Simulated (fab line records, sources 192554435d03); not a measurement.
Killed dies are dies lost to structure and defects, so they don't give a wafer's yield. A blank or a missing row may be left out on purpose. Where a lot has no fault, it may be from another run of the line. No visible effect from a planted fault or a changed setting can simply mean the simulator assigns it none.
Chamber matching ; flow n5 finfet ; N5_BEOL_M6_ETCH_61 on rie diel-01: 4 sister chambers
The step etches SiARC in CF4, target depth 45.5 nm, time 75.8 s. 8 wafers are shown with their chamber, then 7 later ones without.

EACH WAFER AND ITS CHAMBER
wafer;chamber;showerhead plenum p Torr (Torr);etch rf on time s (s)
L078.2;0;2.23;81.4
L078.6;3;2.11;72.4
L080.2;0;2.23;80.8
L082.5;2;2.18;75.7
L085.2;2;2.17;75.5
L085.6;1;2.04;78.3
L089.3;3;2.10;70.1
L089.4;1;2.04;78.3

WAFERS MISSING THEIR CHAMBER
wafer;showerhead plenum p Torr (Torr);etch rf on time s (s)
L089.6;2.22;81.4
L090.1;2.10;71.1
L090.4;2.03;79.2
L090.6;2.03;79.0
L094.2;2.22;81.2
L094.5;2.22;81.7
L094.6;2.10;71.2

WHICH CHAMBER EACH WENT THROUGH
wafer;from the rows above;in truth
L089.6;0;0
L090.1;3;3
L090.4;1;1
L090.6;1;1
L094.2;0;0
L094.5;0;0
L094.6;3;3
7 of 7 placed correctly. Can't be placed from these rows: 0. Wrongly placed: 0.
How it was worked out, from the rows above alone: a wafer's distance from a chamber is the root of the sum, over the readings, of the square of ((its reading less the chamber's mean) divided by the reading's scatter). The wafer belongs to the nearest chamber; if the next one is less than 2 further off, it can't be placed. The mean given for a chamber averages the wafers shown for that chamber. The scatter: take each reading less its chamber's mean, square it, sum over the shown wafers, divide by the number of wafers less the number of chambers, and take the root.
